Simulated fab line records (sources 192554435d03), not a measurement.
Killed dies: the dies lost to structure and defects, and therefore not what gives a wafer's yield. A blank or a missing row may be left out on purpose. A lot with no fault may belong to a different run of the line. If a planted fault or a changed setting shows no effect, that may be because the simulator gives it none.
Comparing a struck lot with a sound one -- flow n5_finfet -- 37 out of 1938 route steps
Sound: the wafers L385.4, L385.5, L385.6. Struck: wafers L400.1, L400.2, L400.6. At the end, the cause is stated.
For every step that has rows: the tool of each side, followed by ch and its chambers, followed by its first start. Under that, the readings that differ: sound wafers -- struck wafers -- difference of the means -- sigmas: that difference in standard deviations of wafers without a fault.
alike: a reading whose means differ by less than 2 such deviations, as well as words and numbers matching on both sides. not compared: withheld readings; readings where some wafer has no value; bounds like >300 that might hide an equal value; numbers whose values overlap and for which the record gives no deviation.
Wherever a step has rows on one side only, a row that says differs or no value, or a row with sigmas, the two part there. Numbers that don't overlap but have no deviation are shown without sigmas and don't part them. A reading that every wafer of one side lacks parts them only if that side has two wafers or more.

first, 9 steps without rows for these wafers: N5_WELL_APT_COAT_02 (resist thk 950 nm); N5_WELL_APT_EBR_04; N5_WELL_APT_SOFTBAKE_03 (time 60 s); N5_WELL_APT_EXPOSE_05 (exposes mask NWELL, defocus 0 nm, target cd 200 nm); N5_WELL_APT_PEB_06 (peb time 90 s); N5_WELL_APT_DEVELOP_07 (develop time 45 s); N5_WELL_APT_HARDBAKE_12 (time 120 s); N5_WELL_APT_DESCUM_13 (chemistry O2, time 7.9 s); N5_WELL_APT_IMPLANT_14.
N5_WELL_APT_IMPLANT_15:
  sound on implanter-02 ch 0, day 1 14:16; struck on implanter-01 ch 0, day 5 08:12
reading,sound,struck,difference,sigmas
model.implant.rp_nm (nm),19.06 19.06 19.06,32.33 32.33 32.33,+13.27,
model.implant.drp_nm (nm),8.457 8.457 8.457,14.87 14.87 14.87,+6.41,
then, 25 steps without rows for these wafers: N5_WELL_APT_STRIP_16 (strips in SPM, time 900 s); N5_WELL_APT_HMDS_18 (time 60 s); N5_WELL_APT_COAT_19 (resist thk 950 nm); N5_WELL_APT_EBR_21; N5_WELL_APT_SOFTBAKE_20 (time 60 s); N5_WELL_APT_EXPOSE_22 (exposes mask PWELL, defocus 0 nm, target cd 200 nm); N5_WELL_APT_PEB_23 (peb time 90 s); N5_WELL_APT_DEVELOP_24 (develop time 45 s); N5_WELL_APT_HARDBAKE_29 (time 120 s); N5_WELL_APT_DESCUM_30 (chemistry O2, time 7.9 s); N5_WELL_APT_IMPLANT_31; N5_WELL_APT_IMPLANT_32; N5_WELL_APT_STRIP_33 (strips in SPM, time 900 s); N5_WELL_APT_RTA_34 (time 10 s); N5_WELL_APT_OXIDE_STRIP_42 (strips SiO2 in dHF, time 45 s, target depth 12 nm); N5_WELL_APT_PRECLEAN_36 (cleans in O3/DIW, time 45 s); N5_WELL_APT_PRECLEAN_39 (cleans in dHF, time 60 s); N5_WELL_APT_SRD_37 (time 30 s); N5_WELL_APT_EPI_41 (deposits Si from SiH4/H2, target thk 50 nm, time 297.7 s); N5_PMOS_HMC_CHANNEL_EPI_HM_DEP_34 (deposits SiO2 from TEOS/O2, target thk 36 nm, time 6.9 s); N5_PMOS_HMC_CHANNEL_EPI_COAT_31 (time 60 s, resist thk 66 nm); N5_PMOS_HMC_CHANNEL_EPI_COAT_03 (resist thk 205 nm); N5_PMOS_HMC_CHANNEL_EPI_EBR_05; N5_PMOS_HMC_CHANNEL_EPI_SOFTBAKE_04 (time 60 s); N5_PMOS_HMC_CHANNEL_EPI_EXPOSE_06 (exposes mask PMOS HMC BLK, target cd 240 nm).
-- here the record skips 6 days between the struck wafers' starts before and after, leaving off in module PMOS_HMC_CHANNEL_EPI and picking up in module BEOL_M4 (first step shown: number 1111 of the route) --
N5_BEOL_M4_RC_MEAS_101:
  sound on prober-01 ch 0, day 8 01:59; struck on prober-01 ch 0, day 11 17:05
reading,sound,struck,difference,sigmas
CJ_P,6.05 5.74 5.92,4.01 4.08 3.99,-1.88,-8
IOFF_P (nA/um),0.16 0.18 0.19,0.20 0.31 0.27,+0.08,+2
RS_NWELL (ohm/sq),1034 1036 1030,1020 1017 1017,-15,-2
VT_N (mV),257 252 249,247 247 245,-6,-2
VT_P (mV),-253 -253 -253,-249 -245 -245,+7,+2
  alike: DIBL_N, DIBL_P, IOFF_N, ION_N, ION_P, SS_N, SS_P
N5_PASSIVATION_PROBE_49:
  rows exist in the record for the sound wafers here (prober-01, day 12 08:16), none for the struck ones

WHERE THEY PART
At N5_BEOL_M4_RC_MEAS_101 first; at N5_PASSIVATION_PROBE_49 last (within this record only).

WHY: the cause the simulator had injected
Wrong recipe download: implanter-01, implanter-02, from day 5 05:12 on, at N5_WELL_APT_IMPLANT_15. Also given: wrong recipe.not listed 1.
